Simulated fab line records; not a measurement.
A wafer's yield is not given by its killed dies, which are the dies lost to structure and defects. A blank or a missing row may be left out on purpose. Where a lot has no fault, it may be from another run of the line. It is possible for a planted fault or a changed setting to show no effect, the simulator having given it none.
Which tool did it? || flow nand_harc || 18 wafers from 6 lots sampled at 5 of the route's 1302 steps

## WHAT THE GAUGES SHOWED, per wafer
NHARC_END_SORT_01.
{"lot": "L283", "measured": "day 25 23:07", "on": "prober-01", "killed_at_array": "64 58 46"}
{"lot": "L289", "measured": "day 28 11:38", "on": "prober-02", "killed_at_array": "677 70 675"}

## EACH LOT AND THE TOOL THAT RAN IT (in order: tool; ch and the chambers of the sampled wafers; start)
{"lot": "L280", "NHARC_A_STAIRCASE_ETCH_19": "rie_diel-08 ch 0,1,2, day 15 19:09 or earlier", "NHARC_A_STAIRCASE_TRIM_22": "rie_diel-07 ch 1,2, day 15 19:09 or earlier", "NHARC_A_STAIRCASE_ETCH_23": "rie_diel-07 ch 0,1,2, day 15 19:09 or earlier", "NHARC_A_STAIRCASE_TRIM_24": "rie_diel-07 ch 1,3, day 15 19:09"}
{"lot": "L283", "NHARC_A_STAIRCASE_ETCH_19": "rie_diel-07 ch 0,1,3, day 17 10:49 or earlier", "NHARC_A_STAIRCASE_TRIM_22": "rie_diel-07 ch 0,1,2, day 17 10:49 or earlier", "NHARC_A_STAIRCASE_ETCH_23": "rie_diel-07 ch 1,2, day 17 10:49 or earlier", "NHARC_A_STAIRCASE_TRIM_24": "rie_diel-07 ch 1,2, day 17 10:49"}
{"lot": "L289", "NHARC_A_STAIRCASE_ETCH_19": "rie_diel-07 ch 1,3, day 20 00:34 or earlier", "NHARC_A_STAIRCASE_TRIM_22": "rie_diel-04 ch 0,1, day 20 00:34 or earlier", "NHARC_A_STAIRCASE_ETCH_23": "rie_diel-04 ch 1,2,3, day 20 00:34 or earlier", "NHARC_A_STAIRCASE_TRIM_24": "rie_diel-04 ch 0,1, day 20 00:34"}
{"lot": "L296", "NHARC_A_STAIRCASE_ETCH_19": "rie_diel-07 ch 1,2,3, day 22 17:30 or earlier", "NHARC_A_STAIRCASE_TRIM_22": "rie_diel-08 ch 0,2,3, day 22 17:30 or earlier", "NHARC_A_STAIRCASE_ETCH_23": "rie_diel-08 ch 1,2, day 22 17:30 or earlier", "NHARC_A_STAIRCASE_TRIM_24": "rie_diel-08 ch 0,1,2, day 22 17:30"}
{"lot": "L299", "NHARC_A_STAIRCASE_ETCH_19": "rie_diel-04 ch 1,3, day 24 05:26 or earlier", "NHARC_A_STAIRCASE_TRIM_22": "rie_diel-08 ch 0,1,2, day 24 05:26 or earlier", "NHARC_A_STAIRCASE_ETCH_23": "rie_diel-08 ch 1,2, day 24 05:26 or earlier", "NHARC_A_STAIRCASE_TRIM_24": "rie_diel-08 ch 2,3, day 24 05:26"}
{"lot": "L302", "NHARC_A_STAIRCASE_ETCH_19": "rie_diel-07 ch 0,3, day 25 13:54 or earlier", "NHARC_A_STAIRCASE_TRIM_22": "rie_diel-04 ch 1,3, day 25 13:54 or earlier", "NHARC_A_STAIRCASE_ETCH_23": "rie_diel-04 ch 0,3, day 25 13:54 or earlier", "NHARC_A_STAIRCASE_TRIM_24": "rie_diel-04 ch 1,3, day 25 13:54"}
- NHARC_A_STAIRCASE_ETCH_19: etches the open film in C4F8/O2, target depth 100 nm, time 40.5 s.
- NHARC_A_STAIRCASE_TRIM_22: chemistry O2, time 211.2 s.
- NHARC_A_STAIRCASE_ETCH_23: etches the open film in C4F8/O2, target depth 100 nm, time 40.5 s.
- NHARC_A_STAIRCASE_TRIM_24: chemistry O2, time 211.2 s.

## THE ANSWER, worked out from the rows above alone
Rule: the lots themselves supply what counts as usual. The widest of any qualifying gaps counts: lots, ordered by their means at a reading, are off when they make up no more than a third of the lots, leave a main group of 4 or more, and stand apart from it by 3 or more times the standard deviation of that group's means. A main group is skipped when, at the precision printed for the reading in the tables above, its means are all equal. Also off: a lot with no number at a reading for which 4 or more lots have one. Any other lot the step has rows for is counted as sound.
No lot is off at any reading shown: from this, nothing can be told.

## WHAT WAS PUT IN BY THE SIMULATOR
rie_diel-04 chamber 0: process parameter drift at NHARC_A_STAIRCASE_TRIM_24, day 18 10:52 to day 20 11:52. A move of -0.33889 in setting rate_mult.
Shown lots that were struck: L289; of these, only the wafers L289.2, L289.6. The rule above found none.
